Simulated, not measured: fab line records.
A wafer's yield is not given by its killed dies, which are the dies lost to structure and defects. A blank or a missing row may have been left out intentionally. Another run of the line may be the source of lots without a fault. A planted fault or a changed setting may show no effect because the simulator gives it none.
Split-lot trial | flow n5-finfet | 21 wafers read from 7 lots, route of 1938 steps

== THE SPLIT ==
At N5_BEOL_M5_COAT_22 (resist thk 30 nm), the setting spin-rpm was moved away from the recipe's 1500 rpm on 6 of the 21 wafers read, by -5.5% to +10.4%. This setting was run at the recipe's value on the other wafers.

The reading is taken at the split's own step.

== THE READING ==
CAR-EUV_of_BEOL_M5_COAT_22.thk-nm (the simulator's own value, which no gauge read), in nm, at N5_BEOL_M5_COAT_22 (resist thk 30 nm). No usual value for it is given in the file. Across the 15 wafers here that went through the recipe, the average is 30.1 nm and the standard deviation 0.088 nm.

wafer  | tool, chamber at the split | spin-rpm as run, rpm | against the recipe | CAR-EUV_of_BEOL_M5_COAT_22.thk-nm, nm | against lot-mates on the recipe
L074.1 | litho-track-05, 0          | 1500                 | recipe             | 30                                    | -
L074.2 | litho-track-05, 0          | 1500                 | recipe             | 30                                    | -
L074.3 | litho-track-05, 0          | 1500                 | recipe             | 30                                    | -
L079.2 | litho-track-03, 0          | 1500                 | recipe             | 30                                    | -
L079.3 | litho-track-03, 0          | 1500                 | recipe             | 30                                    | -
L079.4 | litho-track-03, 0          | 1500                 | recipe             | 30                                    | -
L080.1 | litho-track-02, 0          | 1656                 | +10.4%             | 28.8                                  | -1.4
L080.2 | litho-track-02, 0          | 1656                 | +10.4%             | 28.6                                  | -1.6
L080.5 | litho-track-02, 0          | 1500                 | recipe             | 30.2                                  | -
L082.1 | litho-track-05, 0          | 1418                 | -5.5%              | 30.8                                  | no lot-mate on the recipe
L082.3 | litho-track-05, 0          | 1418                 | -5.5%              | 30.8                                  | no lot-mate on the recipe
L082.4 | litho-track-05, 0          | 1418                 | -5.5%              | 30.8                                  | no lot-mate on the recipe
L085.1 | litho-track-05, 0          | 1500                 | recipe             | 30                                    | -
L085.3 | litho-track-05, 0          | 1500                 | recipe             | 30                                    | -
L085.4 | litho-track-05, 0          | 1500                 | recipe             | 30                                    | -
L089.1 | litho-track-02, 0          | 1555                 | +3.7%              | 29.6                                  | -0.5
L089.3 | litho-track-02, 0          | 1500                 | recipe             | 30                                    | -
L089.5 | litho-track-02, 0          | 1500                 | recipe             | 30.2                                  | -
L091.1 | litho-track-03, 0          | 1500                 | recipe             | 30                                    | -
L091.2 | litho-track-03, 0          | 1500                 | recipe             | 30.2                                  | -
L091.5 | litho-track-03, 0          | 1500                 | recipe             | 30.2                                  | -

FIT RESULTS
A straight line over all 21 wafers: CAR-EUV_of_BEOL_M5_COAT_22.thk-nm changes by -0.132 nm for each +1% of spin-rpm; r = -0.99; the points scatter about the line by 0.086 nm.
The same after taking each lot's own level away (the mean of its wafers on the recipe; 18 wafers): -0.144 nm for each +1%; r = -0.99; scatter 0.065 nm.
On that fit, the largest move of spin-rpm shifts the reading by 1.5 nm.
Measured against the standard deviation above, the lots' own levels, which go from 30.00 to 30.20 nm, span 2.3 times it.
Consequently the slope shifts little with the lot-to-lot level, the two slopes agreeing.
Check: -1.58 nm against its lot-mates is what the line predicts for one of the wafers moved furthest among these (+10.4%) when that wafer is left out of the fit. It came out at -1.4 nm against them.

== ADDITIONAL SPLITS CARRIED BY THESE WAFERS ==
Note: prior to the reading, these wafers also went through further splits. Each is held against what the fit with the lots' levels taken away leaves over:
other split on the same wafers     | wafers away from the commonest value | r with CAR-EUV_of_BEOL_M5_COAT_22.thk-nm (lot level and that fit taken away)
N5_BEOL_M1_TRENCH_ETCH_37 bias-w   | 6                                    | -0.01
N5_BEOL_M2_ILD_DEP_00 time-s       | 10                                   | -0.09
N5_BEOL_M2_PECVD_72 temp-c         | 8                                    | -0.15
N5_BEOL_M3_VIA_ETCH_34 bias-w      | 4                                    | +0.29
N5_BEOL_M3_TRENCH_ETCH_37 source-w | 7                                    | +0.17
N5_BEOL_M4_TRENCH_ETCH_37 source-w | 6                                    | +0.01
N5_BEOL_M5_ETCH_72 bias-w          | 8                                    | -0.21

== THE FILE'S OWN FIT ==
CAR-EUV_of_BEOL_M5_COAT_22.thk-nm changes by -0.143 nm for each +1% of spin-rpm, r = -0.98.
